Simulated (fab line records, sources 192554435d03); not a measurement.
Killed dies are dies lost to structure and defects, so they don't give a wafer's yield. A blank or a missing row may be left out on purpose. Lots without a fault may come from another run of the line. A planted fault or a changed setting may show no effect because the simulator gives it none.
Which tool did it? | flow n5_finfet | 23 lots, 69 wafers sampled, at 6 steps of a route of 1938

WHAT THE GAUGES READ, wafer by wafer
The record holds no reading of a measuring or inspecting step that can be judged against a usual standard deviation.

WHICH TOOL RAN EACH LOT (tool, then ch and the chambers of the sampled wafers, then the start)
lot  | N5_BEOL_M10_STRIP_19               | N5_BEOL_M10_DEGAS_44         | N5_BEOL_M11_ETCH_66                | N5_BEOL_M11_DEGAS_44         | N5_BEOL_M12_DESCUM_33              | N5_BEOL_M13_SPUTTER_45
L074 | rie_diel-05 ch 0,3, day 11 04:35   | pvd_sputter-03, day 11 06:32 | rie_diel-02 ch 2,3, day 11 14:52   | pvd_sputter-01, day 11 15:49 | rie_diel-05 ch 1,2, day 11 19:31   | pvd_sputter-03, day 12 02:34
L079 | rie_diel-01 ch 1,3, day 11 09:14   | pvd_sputter-03, day 11 13:42 | rie_diel-02 ch 0,2, day 11 19:17   | pvd_sputter-03, day 11 20:44 | rie_diel-04 ch 0,1,3, day 12 00:17 | pvd_sputter-01, day 12 10:34
L077 | rie_diel-01 ch 0,1,2, day 11 11:13 | pvd_sputter-01, day 11 15:53 | rie_diel-02 ch 0,1,3, day 11 21:25 | pvd_sputter-01, day 11 22:28 | rie_diel-01 ch 0,2,3, day 12 01:53 | pvd_sputter-01, day 12 10:15
L076 | rie_diel-04 ch 1,2,3, day 11 11:44 | pvd_sputter-03, day 11 16:39 | rie_diel-06 ch 0,1,3, day 11 21:35 | pvd_sputter-01, day 11 22:32 | rie_diel-04 ch 0,1,2, day 12 02:10 | pvd_sputter-01, day 12 09:56
L075 | rie_diel-01 ch 0,3, day 11 15:36   | pvd_sputter-01, day 11 19:04 | rie_diel-03 ch 0,3, day 12 03:49   | pvd_sputter-01, day 12 04:46 | rie_diel-05 ch 0,3, day 12 08:14   | pvd_sputter-03, day 12 15:28
L078 | rie_diel-01 ch 0,2,3, day 11 23:47 | pvd_sputter-03, day 12 04:40 | rie_diel-02 ch 0,2,3, day 12 11:19 | pvd_sputter-03, day 12 12:14 | rie_diel-05 ch 1,3, day 12 17:19   | pvd_sputter-02, day 13 02:34
L080 | rie_diel-04 ch 1,2,3, day 12 13:02 | pvd_sputter-03, day 12 14:44 | rie_diel-02 ch 0,2,3, day 12 20:47 | pvd_sputter-01, day 12 22:21 | rie_diel-01 ch 1,2,3, day 13 01:48 | pvd_sputter-01, day 13 11:22
L081 | rie_diel-01 ch 2,3, day 12 15:07   | pvd_sputter-02, day 12 18:47 | rie_diel-03 ch 0,2,3, day 13 01:09 | pvd_sputter-02, day 13 02:15 | rie_diel-01 ch 0,1,3, day 13 05:57 | pvd_sputter-01, day 13 12:07
L082 | rie_diel-01 ch 0,1,3, day 13 12:35 | pvd_sputter-01, day 13 15:16 | rie_diel-02 ch 0,2,3, day 14 00:23 | pvd_sputter-03, day 14 01:22 | rie_diel-04 ch 1,2,3, day 14 06:41 | pvd_sputter-02, day 14 14:37
L085 | rie_diel-05 ch 1,2,3, day 13 15:43 | pvd_sputter-02, day 13 20:16 | rie_diel-03 ch 0,2,3, day 14 03:44 | pvd_sputter-01, day 14 04:40 | rie_diel-04 ch 0,1,3, day 14 07:43 | pvd_sputter-01, day 14 14:37
L084 | rie_diel-01 ch 0,2, day 15 00:44   | pvd_sputter-02, day 15 05:28 | rie_diel-03 ch 1,2, day 15 10:50   | pvd_sputter-01, day 15 12:14 | rie_diel-05 ch 0,1,3, day 15 16:54 | pvd_sputter-01, day 16 06:34
L086 | rie_diel-05 ch 1,2,3, day 15 06:02 | pvd_sputter-01, day 15 08:10 | rie_diel-03 ch 0,1,2, day 15 13:45 | pvd_sputter-02, day 15 14:43 | rie_diel-01 ch 0,2,3, day 15 17:53 | pvd_sputter-01, day 16 02:31
L089 | rie_diel-05 ch 0,1, day 15 12:28   | pvd_sputter-02, day 15 14:58 | rie_diel-03 ch 1,2, day 15 20:05   | pvd_sputter-02, day 15 21:01 | rie_diel-01 ch 0,2,3, day 16 00:10 | pvd_sputter-02, day 16 10:05
L083 | rie_diel-04 ch 0,3, day 15 15:38   | pvd_sputter-01, day 15 18:31 | rie_diel-02 ch 1,2, day 16 00:52   | pvd_sputter-02, day 16 01:48 | rie_diel-01 ch 1,2,3, day 16 05:59 | pvd_sputter-03, day 16 16:13
L088 | rie_diel-01 ch 0,1,3, day 15 19:36 | pvd_sputter-01, day 15 21:21 | rie_diel-02 ch 1,2,3, day 16 05:17 | pvd_sputter-03, day 16 06:31 | rie_diel-05 ch 1,3, day 16 10:21   | pvd_sputter-01, day 16 19:26
L087 | rie_diel-05 ch 0,1,3, day 15 21:20 | pvd_sputter-02, day 16 01:53 | rie_diel-03 ch 1,2,3, day 16 07:41 | pvd_sputter-02, day 16 09:25 | rie_diel-01 ch 0,2, day 16 12:41   | pvd_sputter-02, day 17 01:55
L090 | rie_diel-01 ch 0,1,2, day 16 02:49 | pvd_sputter-01, day 16 06:15 | rie_diel-03 ch 0,1,2, day 16 12:23 | pvd_sputter-01, day 16 13:53 | rie_diel-05 ch 2,3, day 16 17:25   | pvd_sputter-02, day 17 03:26
L093 | rie_diel-01 ch 0,1, day 16 19:31   | pvd_sputter-03, day 17 00:41 | rie_diel-02 ch 2,3, day 17 07:44   | pvd_sputter-02, day 17 08:58 | rie_diel-04 ch 0,3, day 17 12:48   | pvd_sputter-03, day 17 19:15
L092 | rie_diel-04 ch 1,2, day 17 01:08   | pvd_sputter-01, day 17 02:56 | rie_diel-03 ch 0,2,3, day 17 10:49 | pvd_sputter-02, day 17 12:26 | rie_diel-01 ch 1,2,3, day 17 15:55 | pvd_sputter-02, day 18 00:44
L094 | rie_diel-04 ch 0,2,3, day 17 07:04 | pvd_sputter-01, day 17 08:56 | rie_diel-06 ch 0,1,2, day 17 17:55 | pvd_sputter-01, day 17 19:00 | rie_diel-01 ch 1,2,3, day 17 22:22 | pvd_sputter-01, day 18 06:01
L097 | rie_diel-04 ch 1,2, day 17 16:04   | pvd_sputter-03, day 17 18:26 | rie_diel-06 ch 0,1,2, day 18 00:38 | pvd_sputter-02, day 18 02:03 | rie_diel-04 ch 0,1, day 18 06:59   | pvd_sputter-03, day 18 14:21
L095 | rie_diel-04 ch 0,1,3, day 17 16:29 | pvd_sputter-02, day 17 18:58 | rie_diel-02 ch 1,2, day 18 03:51   | pvd_sputter-02, day 18 04:53 | rie_diel-04 ch 0,1,3, day 18 09:16 | pvd_sputter-01, day 18 16:47
L096 | rie_diel-01 ch 0,2, day 18 05:35   | pvd_sputter-01, day 18 11:50 | rie_diel-02 ch 0,2, day 18 18:51   | pvd_sputter-03, day 18 20:22 | rie_diel-01 ch 0,1,2, day 19 01:40 | pvd_sputter-02, day 19 10:27
- N5_BEOL_M10_STRIP_19: strips in O2.
- N5_BEOL_M10_DEGAS_44: time 60 s.
- N5_BEOL_M11_ETCH_66: etches SOC in N2/H2, target depth 120 nm, overetch 24 nm, time 180 s.
- N5_BEOL_M11_DEGAS_44: time 60 s.
- N5_BEOL_M12_DESCUM_33: chemistry O2, time 7.9 s.
- N5_BEOL_M13_SPUTTER_45: material Cu, target thk 80 nm, time 13.33 s.

WHAT THE TOOLS THEMSELVES READ (means of the sampled wafers that have a number; where no wafer has one, the mark that the record gives instead)
N5_BEOL_M10_STRIP_19.
lot  | tool        | drypump_motor_current_A (A) | oes_product_au (a.u.) | rf_vpp_V (V) | showerhead_plenum_p_Torr (Torr) | throttle_valve_pct (%)
L074 | rie_diel-05 | 5.9                         | 0.79                  | 3.5          | 2.08                            | 16.84
L079 | rie_diel-01 | 5.5                         | 0.74                  | 4.5          | 2.09                            | 16.96
L077 | rie_diel-01 | 5.7                         | 0.84                  | 3.9          | 2.09                            | 16.61
L076 | rie_diel-04 | 5.7                         | 0.83                  | 3.9          | 2.08                            | 16.64
L075 | rie_diel-01 | 6.1                         | 0.80                  | 3.6          | 2.06                            | 16.73
L078 | rie_diel-01 | 5.6                         | 0.83                  | 3.7          | 2.09                            | 16.64
L080 | rie_diel-04 | 5.7                         | 0.82                  | 3.2          | 2.08                            | 16.64
L081 | rie_diel-01 | 5.0                         | 0.86                  | 3.9          | 2.12                            | 16.54
L082 | rie_diel-01 | 5.8                         | 0.75                  | 3.7          | 2.07                            | 16.89
L085 | rie_diel-05 | 6.2                         | 0.74                  | 3.1          | 2.09                            | 16.87
L084 | rie_diel-01 | 5.5                         | 0.87                  | 3.7          | 2.10                            | 16.44
L086 | rie_diel-05 | 6.2                         | 0.73                  | 3.9          | 2.08                            | 16.89
L089 | rie_diel-05 | 6.0                         | 0.75                  | 3.8          | 2.15                            | 16.77
L083 | rie_diel-04 | 5.7                         | 0.84                  | 3.7          | 2.12                            | 16.52
L088 | rie_diel-01 | 5.8                         | 0.74                  | 3.2          | 2.06                            | 16.92
L087 | rie_diel-05 | 6.1                         | 0.74                  | 3.8          | 2.09                            | 16.82
L090 | rie_diel-01 | 5.7                         | 0.79                  | 3.7          | 2.08                            | 16.67
L093 | rie_diel-01 | 5.9                         | 0.72                  | 3.3          | 2.06                            | 16.92
L092 | rie_diel-04 | 5.7                         | 0.73                  | 3.8          | 2.05                            | 16.86
L094 | rie_diel-04 | 5.7                         | 0.77                  | 3.5          | 2.10                            | 16.72
L097 | rie_diel-04 | 6.0                         | 0.78                  | 3.8          | 2.04                            | 16.67
L095 | rie_diel-04 | 6.0                         | 0.83                  | 3.9          | 2.09                            | 16.52
L096 | rie_diel-01 | 6.0                         | 0.80                  | 3.3          | 2.06                            | 16.60

N5_BEOL_M10_DEGAS_44.
lot  | tool           | heater_power_w (W) | susceptor_temp_C (C)
L074 | pvd_sputter-03 | 312                | 249.81
L079 | pvd_sputter-03 | 314                | 249.99
L077 | pvd_sputter-01 | 316                | 250.01
L076 | pvd_sputter-03 | 323                | 249.87
L075 | pvd_sputter-01 | 346                | 250.02
L078 | pvd_sputter-03 | 356                | 249.83
L080 | pvd_sputter-03 | 355                | 250.10
L081 | pvd_sputter-02 | 387                | 249.87
L082 | pvd_sputter-01 | 381                | 249.93
L085 | pvd_sputter-02 | 387                | 249.85
L084 | pvd_sputter-02 | 388                | 250.07
L086 | pvd_sputter-01 | 325                | 250.10
L089 | pvd_sputter-02 | 369                | 250.09
L083 | pvd_sputter-01 | 339                | 249.80
L088 | pvd_sputter-01 | 322                | 250.21
L087 | pvd_sputter-02 | 381                | 250.07
L090 | pvd_sputter-01 | 334                | 250.21
L093 | pvd_sputter-03 | 380                | 249.99
L092 | pvd_sputter-01 | 379                | 250.21
L094 | pvd_sputter-01 | 357                | 249.91
L097 | pvd_sputter-03 | 344                | 250.15
L095 | pvd_sputter-02 | 382                | 249.95
L096 | pvd_sputter-01 | 321                | 249.84

N5_BEOL_M11_ETCH_66.
lot  | tool        | bias_w (W) | drypump_motor_current_A (A) | oes_product_au (a.u.) | rf_vpp_V (V) | showerhead_plenum_p_Torr (Torr) | throttle_valve_pct (%)
L074 | rie_diel-02 | 150.5      | 5.9                         | 0.60                  | 523.1        | 2.51                            | 18.05
L079 | rie_diel-02 | 150.3      | 5.7                         | 0.67                  | 524.1        | 2.53                            | 17.72
L077 | rie_diel-02 | 149.6      | 5.9                         | 0.68                  | 522.9        | 2.51                            | 17.81
L076 | rie_diel-06 | 150.4      | 5.4                         | 0.61                  | 523.9        | 2.54                            | 17.99
L075 | rie_diel-03 | 149.9      | 5.2                         | 0.69                  | 525.8        | 2.62                            | 17.61
L078 | rie_diel-02 | 150.5      | 5.8                         | 0.63                  | 522.7        | 2.52                            | 17.89
L080 | rie_diel-02 | 149.7      | 5.8                         | 0.63                  | 523.2        | 2.52                            | 17.89
L081 | rie_diel-03 | 150.2      | 5.2                         | 0.69                  | 525.1        | 2.62                            | 17.64
L082 | rie_diel-02 | 150.2      | 5.8                         | 0.63                  | 522.5        | 2.51                            | 17.91
L085 | rie_diel-03 | 149.8      | 5.2                         | 0.69                  | 526.2        | 2.62                            | 17.66
L084 | rie_diel-03 | 150.4      | 5.8                         | 0.75                  | 526.7        | 2.63                            | 17.69
L086 | rie_diel-03 | 149.9      | 5.4                         | 0.70                  | 524.8        | 2.59                            | 17.68
L089 | rie_diel-03 | 150.1      | 5.5                         | 0.73                  | 526.9        | 2.67                            | 17.70
L083 | rie_diel-02 | 149.7      | 6.2                         | 0.64                  | 525.7        | 2.58                            | 17.76
L088 | rie_diel-02 | 149.7      | 6.1                         | 0.62                  | 523.9        | 2.54                            | 17.93
L087 | rie_diel-03 | 149.9      | 5.6                         | 0.71                  | 527.2        | 2.66                            | 17.69
L090 | rie_diel-03 | 150.0      | 5.4                         | 0.70                  | 525.0        | 2.59                            | 17.68
L093 | rie_diel-02 | 150.3      | 5.9                         | 0.57                  | 524.3        | 2.55                            | 18.02
L092 | rie_diel-03 | 150.2      | 5.2                         | 0.66                  | 525.6        | 2.61                            | 17.70
L094 | rie_diel-06 | 150.0      | 5.8                         | 0.68                  | 523.0        | 2.50                            | 17.72
L097 | rie_diel-06 | 149.6      | 5.8                         | 0.68                  | 522.5        | 2.50                            | 17.73
L095 | rie_diel-02 | 149.8      | 6.2                         | 0.63                  | 524.6        | 2.58                            | 17.79
L096 | rie_diel-02 | 150.4      | 5.8                         | 0.63                  | 522.6        | 2.50                            | 17.80

N5_BEOL_M11_DEGAS_44.
lot  | tool           | heater_power_w (W) | susceptor_temp_C (C)
L074 | pvd_sputter-01 | 351                | 250.25
L079 | pvd_sputter-03 | 348                | 250.07
L077 | pvd_sputter-01 | 356                | 250.07
L076 | pvd_sputter-01 | 348                | 250.08
L075 | pvd_sputter-01 | 324                | 249.95
L078 | pvd_sputter-03 | 351                | 250.03
L080 | pvd_sputter-01 | 361                | 249.91
L081 | pvd_sputter-02 | 384                | 249.96
L082 | pvd_sputter-03 | 315                | 249.86
L085 | pvd_sputter-01 | 323                | 249.92
L084 | pvd_sputter-01 | 343                | 249.98
L086 | pvd_sputter-02 | 381                | 249.95
L089 | pvd_sputter-02 | 393                | 250.13
L083 | pvd_sputter-02 | 379                | 249.78
L088 | pvd_sputter-03 | 343                | 249.98
L087 | pvd_sputter-02 | 391                | 250.04
L090 | pvd_sputter-01 | 377                | 249.97
L093 | pvd_sputter-02 | 407                | 249.97
L092 | pvd_sputter-02 | 372                | 249.93
L094 | pvd_sputter-01 | 346                | 250.05
L097 | pvd_sputter-02 | 381                | 250.24
L095 | pvd_sputter-02 | 393                | 250.01
L096 | pvd_sputter-03 | 308                | 249.92

N5_BEOL_M12_DESCUM_33.
lot  | tool        | drypump_motor_current_A (A) | oes_product_au (a.u.) | rf_vpp_V (V) | showerhead_plenum_p_Torr (Torr) | throttle_valve_pct (%)
L074 | rie_diel-05 | 6.2                         | 0.73                  | 244.3        | 2.14                            | 20.63
L079 | rie_diel-04 | 6.0                         | 0.89                  | 243.6        | 2.10                            | 20.24
L077 | rie_diel-01 | 5.6                         | 0.83                  | 243.6        | 2.09                            | 20.40
L076 | rie_diel-04 | 6.0                         | 0.83                  | 243.1        | 2.08                            | 20.38
L075 | rie_diel-05 | 5.8                         | 0.79                  | 243.2        | 2.14                            | 20.59
L078 | rie_diel-05 | 6.4                         | 0.76                  | 241.7        | 2.06                            | 20.44
L080 | rie_diel-01 | 5.3                         | 0.79                  | 243.5        | 2.10                            | 20.53
L081 | rie_diel-01 | 5.7                         | 0.75                  | 242.1        | 2.06                            | 20.64
L082 | rie_diel-04 | 5.7                         | 0.80                  | 243.3        | 2.07                            | 20.43
L085 | rie_diel-04 | 6.0                         | 0.86                  | 243.2        | 2.09                            | 20.26
L084 | rie_diel-05 | 6.1                         | 0.76                  | 243.1        | 2.09                            | 20.55
L086 | rie_diel-01 | 5.6                         | 0.79                  | 242.7        | 2.08                            | 20.45
L089 | rie_diel-01 | 5.6                         | 0.79                  | 243.0        | 2.07                            | 20.44
L083 | rie_diel-01 | 5.3                         | 0.76                  | 244.5        | 2.09                            | 20.57
L088 | rie_diel-05 | 6.4                         | 0.74                  | 242.3        | 2.05                            | 20.49
L087 | rie_diel-01 | 6.0                         | 0.81                  | 242.4        | 2.06                            | 20.32
L090 | rie_diel-05 | 6.0                         | 0.93                  | 242.3        | 2.10                            | 20.59
L093 | rie_diel-04 | 6.0                         | 0.82                  | 244.2        | 2.12                            | 20.30
L092 | rie_diel-01 | 5.3                         | 0.75                  | 242.6        | 2.09                            | 20.59
L094 | rie_diel-01 | 5.3                         | 0.75                  | 243.4        | 2.09                            | 20.60
L097 | rie_diel-04 | 6.2                         | 0.82                  | 243.4        | 2.09                            | 20.28
L095 | rie_diel-04 | 6.0                         | 0.82                  | 242.7        | 2.08                            | 20.31
L096 | rie_diel-01 | 5.7                         | 0.87                  | 242.7        | 2.07                            | 20.35

N5_BEOL_M13_SPUTTER_45.
lot  | tool           | chuck_sensor_temp_C (C) | susceptor_temp_C (C) | throttle_valve_pct (%)
L074 | pvd_sputter-03 | -16.5                   | -19.94               | 29.9
L079 | pvd_sputter-01 | -17.1                   | -19.99               | 29.6
L077 | pvd_sputter-01 | -16.5                   | -20.04               | 29.5
L076 | pvd_sputter-01 | -16.5                   | -20.00               | 29.9
L075 | pvd_sputter-03 | -16.2                   | -20.02               | 30.9
L078 | pvd_sputter-02 | -15.7                   | -19.95               | 30.6
L080 | pvd_sputter-01 | -16.6                   | -20.06               | 29.6
L081 | pvd_sputter-01 | -16.5                   | -19.98               | 29.7
L082 | pvd_sputter-02 | -15.8                   | -20.06               | 29.8
L085 | pvd_sputter-01 | -16.0                   | -20.01               | 29.2
L084 | pvd_sputter-01 | -16.4                   | -19.99               | 30.0
L086 | pvd_sputter-01 | -16.1                   | -20.02               | 29.0
L089 | pvd_sputter-02 | -15.8                   | -20.13               | 29.7
L083 | pvd_sputter-03 | -17.1                   | -20.10               | 30.5
L088 | pvd_sputter-01 | -16.5                   | -19.98               | 29.8
L087 | pvd_sputter-02 | -15.9                   | -19.90               | 29.7
L090 | pvd_sputter-02 | -15.8                   | -20.06               | 29.9
L093 | pvd_sputter-03 | -16.5                   | -20.02               | 30.0
L092 | pvd_sputter-02 | -15.7                   | -20.01               | 30.5
L094 | pvd_sputter-01 | -16.1                   | -19.95               | 29.0
L097 | pvd_sputter-03 | -16.7                   | -19.94               | 31.6
L095 | pvd_sputter-01 | -16.6                   | -19.97               | 29.4
L096 | pvd_sputter-02 | -15.6                   | -19.97               | 30.0

THE ANSWER, worked out from the rows above alone
Rule: what is usual is taken from the lots themselves. Put in order of their means at a reading, lots are off if they are a third of the lots or fewer, leave a main group of 4 or more, and stand apart from it by a gap of 3 or more times the standard deviation of the main group's means; of several such gaps the widest counts. A main group whose means are all the same, to the digits that the tables above print for the reading, isn't used. A lot without any number at a reading at which 4 lots or more have one is off too. The other lots that the step has rows for count as sound. The gauges are gone through in route order, then the tools' own readings, and for those a lot's mean is taken as printed above. The first step at which some lot is off is used, and at that step the reading that is off furthest; a lot without a number counts as furthest.
No lot is off at any reading shown: from this, nothing can be told.

WHAT THE SIMULATOR HAD PUT IN
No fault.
